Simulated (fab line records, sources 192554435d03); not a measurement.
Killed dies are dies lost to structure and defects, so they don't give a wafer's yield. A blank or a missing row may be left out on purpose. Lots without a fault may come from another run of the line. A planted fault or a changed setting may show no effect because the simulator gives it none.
Split-lot experiment | flow n5_finfet | 7 lots, 21 wafers read, on a route of 1938 steps

THE SPLIT
At N5_HKMG_FIN_EXPOSE_09 (exposes mask NWFM, target cd 98 nm), the setting dose_mj was moved away from the recipe's 39.25 on 9 of the 21 wafers read, by -4.5% to +7.2%. The other wafers ran this setting at the recipe's value.

FROM THE SPLIT TO THE READING: what the file shows between them, 1 step
- N5_HKMG_FIN_DEVELOP_11: develop time 30 s (also split here: develop_time_s)

THE READING
cd_nm, in nm, at N5_HKMG_FIN_CD_MEAS_12 (target cd 92.8 nm). Fault-free wafers of this fab line usually give 93.4 nm, standard deviation 0.74 nm.

wafer  | tool, chamber at the split | dose_mj as run | against the recipe | cd_nm, nm | against lot-mates on the recipe
L074.1 | arfi_scanner-01, 0         | 42.06          | +7.2%              | 98.2      | +5.0
L074.2 | arfi_scanner-01, 0         | 39.25          | recipe             | 93.2      | -
L074.3 | arfi_scanner-01, 0         | 42.06          | +7.2%              | 96.7      | +3.5
L076.1 | arfi_scanner-01, 0         | 39.25          | recipe             | 93.2      | -
L076.2 | arfi_scanner-01, 0         | 41.15          | +4.8%              | 96.3      | +3.1
L076.6 | arfi_scanner-01, 0         | 41.15          | +4.8%              | 97.0      | +3.8
L083.3 | arfi_scanner-03, 0         | 41.99          | +7.0%              | 98.5      | +5.5
L083.4 | arfi_scanner-03, 0         | 39.25          | recipe             | 94.0      | -
L083.5 | arfi_scanner-03, 0         | 39.25          | recipe             | 92.1      | -
L089.1 | arfi_scanner-02, 0         | 39.25          | recipe             | 92.5      | -
L089.4 | arfi_scanner-02, 0         | 39.25          | recipe             | 93.3      | -
L089.5 | arfi_scanner-02, 0         | 39.25          | recipe             | 93.2      | -
L092.1 | arfi_scanner-03, 0         | 39.25          | recipe             | 93.9      | -
L092.4 | arfi_scanner-03, 0         | 39.25          | recipe             | 93.9      | -
L092.6 | arfi_scanner-03, 0         | 39.25          | recipe             | 93.8      | -
L095.1 | arfi_scanner-02, 0         | 37.66          | -4.1%              | 92.8      | -1.5
L095.3 | arfi_scanner-02, 0         | 37.66          | -4.1%              | 92.3      | -2.0
L095.4 | arfi_scanner-02, 0         | 39.25          | recipe             | 94.3      | -
L096.2 | arfi_scanner-02, 0         | 37.49          | -4.5%              | 90.2      | -2.6
L096.4 | arfi_scanner-02, 0         | 39.25          | recipe             | 92.8      | -
L096.5 | arfi_scanner-02, 0         | 37.49          | -4.5%              | 89.7      | -3.1

THE FIT
A straight line over all 21 wafers: cd_nm changes by +0.595 nm for each +1% of dose_mj; r = +0.93; the points scatter about the line by 0.84 nm.
The same after taking each lot's own level away (the mean of its wafers on the recipe; 21 wafers): +0.627 nm for each +1%; r = +0.97; scatter 0.57 nm.
On that fit, the largest move of dose_mj shifts the reading by 4.5 nm.
The lots' own levels span 92.80 to 94.30 nm, that is 2.0 times the standard deviation above.
So the lot-to-lot level changes the slope little: the two slopes agree.
Check: with one of the wafers moved furthest among these (+7.2%) left out of the fit, the line predicts +4.53 nm for it against its lot-mates. It came out at +5 nm against them.

OTHER SPLITS ON THESE WAFERS
These wafers also went through other splits before the reading. Each is held against what the fit with the lots' levels taken away leaves over:
other split on the same wafers        | wafers away from the commonest value | r with cd_nm (lot level and that fit taken away)
N5_SD_EPI_P_EPI_21 epi_growth_time_s  | 7                                    | -0.31
N5_HKMG_FIN_COAT_42 spin_rpm          | 7                                    | +0.27
N5_HKMG_FIN_PEB_47 peb_time_s         | 8                                    | +0.27
N5_HKMG_FIN_DEVELOP_11 develop_time_s | 9                                    | +0.66

THE WHOLE CHAIN: every reading that the file lists as answering this split, in the file's order
step                   | what it does             | reading                                                         | change (the file's fit)               | r (the file's)
N5_HKMG_FIN_CD_MEAS_12 | target cd 92.8 nm        | cd_nm                                                           | +0.656 nm for each +1% of the setting | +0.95
N5_HKMG_FIN_DESCUM_17  | chemistry O2, time 7.9 s | HKMG_FIN.cd_nm (the simulator's own value, which no gauge read) | +0.627 nm for each +1% of the setting | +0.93

THE FILE'S OWN FIT
cd_nm changes by +0.656 nm for each +1% of dose_mj, r = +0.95.
